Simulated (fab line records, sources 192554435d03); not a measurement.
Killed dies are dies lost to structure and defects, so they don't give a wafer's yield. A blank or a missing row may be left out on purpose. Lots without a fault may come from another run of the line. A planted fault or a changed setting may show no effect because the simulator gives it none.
Which tool did it? | flow n5_finfet | 10 lots, 30 wafers sampled, at 1 step of a route of 1938

WHAT THE GAUGES READ, wafer by wafer
N5_SDB_CD_MEAS_11: target cd 50 nm.
lot  | measured    | on        | cd_nm (nm)
L629 | day 3 17:44 | cd_sem-02 | 51.8 51.2 50.9
L630 | day 3 21:39 | cd_sem-02 | 50.1 49.3 49.4
L634 | day 4 23:24 | cd_sem-02 | 48.5 48.7 49.4
L636 | day 5 10:13 | cd_sem-03 | 50.5 50.9 49.2
L638 | day 5 23:25 | cd_sem-02 | 49.2 47.3 48.4
L639 | day 6 06:29 | cd_sem-01 | 50.3 50.0 49.0
L641 | day 6 17:10 | cd_sem-01 | 48.8 49.5 49.9
L647 | day 8 06:40 | cd_sem-02 | 49.9 50.0 49.5
L648 | day 8 14:34 | cd_sem-03 | 52.0 51.9 52.0
L651 | day 9 04:52 | cd_sem-03 | 49.6 50.2 49.7

WHICH TOOL RAN EACH LOT (tool, then ch and the chambers of the sampled wafers, then the start)
The record holds no process step before these readings.

THE ANSWER, worked out from the rows above alone
Rule: what is usual is taken from the lots themselves. Put in order of their means at a reading, lots are off if they are a third of the lots or fewer, leave a main group of 4 or more, and stand apart from it by a gap of 3 or more times the standard deviation of the main group's means; of several such gaps the widest counts. A main group whose means are all the same, to the digits that the tables above print for the reading, isn't used. A lot without any number at a reading at which 4 lots or more have one is off too. The other lots that the step has rows for count as sound.
No lot is off at any reading shown: from this, nothing can be told.

WHAT THE SIMULATOR HAD PUT IN
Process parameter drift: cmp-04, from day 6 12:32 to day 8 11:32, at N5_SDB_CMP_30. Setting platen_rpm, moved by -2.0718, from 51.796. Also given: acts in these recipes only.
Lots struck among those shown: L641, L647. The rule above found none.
